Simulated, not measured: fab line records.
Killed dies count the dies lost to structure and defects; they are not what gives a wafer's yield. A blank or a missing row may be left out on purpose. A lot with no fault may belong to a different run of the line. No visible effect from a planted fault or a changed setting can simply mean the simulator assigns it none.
Chamber matching + flow nandHarc + NHARC_P_M0_DESCUM_14 on rieDiel-04: 4 sister chambers
The step chemistry O2, time 3 s. 4 wafers are shown with their chamber, then 9 later ones without.

== EACH WAFER AND ITS CHAMBER ==
| wafer  | chamber | drypumpMotorCurrentA (A) |
|--------|---------|--------------------------|
| L093.6 | 0       | 5.5                      |
| L094.2 | 1       | 5.6                      |
| L094.4 | 2       | 5.2                      |
| L094.5 | 3       | 6.6                      |

== WAFERS WHOSE CHAMBER IS MISSING ==
| wafer  | drypumpMotorCurrentA (A) |
|--------|--------------------------|
| L096.1 | 5.2                      |
| L096.2 | 5.6                      |
| L096.3 | 5.4                      |
| L096.4 | 6.5                      |
| L096.5 | 5.6                      |
| L096.6 | 5.5                      |
| L097.2 | 5.5                      |
| L097.3 | 5.2                      |
| L097.4 | 6.6                      |

== EACH ONE'S CHAMBER ==
| wafer  | from the rows above | in truth |
|--------|---------------------|----------|
| L096.1 | 2                   | 2        |
| L096.2 | 1                   | 1        |
| L096.3 | 0                   | 0        |
| L096.4 | 3                   | 3        |
| L096.5 | 1                   | 1        |
| L096.6 | 0                   | 0        |
| L097.2 | 0                   | 0        |
| L097.3 | 2                   | 2        |
| L097.4 | 3                   | 3        |
Placed correctly: 9 of 9. Can't be placed from these rows: 0. Placed wrongly: 0.
How it was worked out, from the rows above alone: a wafer's distance from a chamber is the root of the sum, over the readings, of the square of ((its reading less the chamber's mean) divided by the reading's scatter). If the next closest chamber is less than 2 further off than the closest, the wafer can't be placed; otherwise it belongs to the closest. A chamber's mean is the mean of its shown wafers. The scatter: with one shown wafer a chamber, the root of the mean of the squares of how far each hidden wafer lies from its nearest shown one.
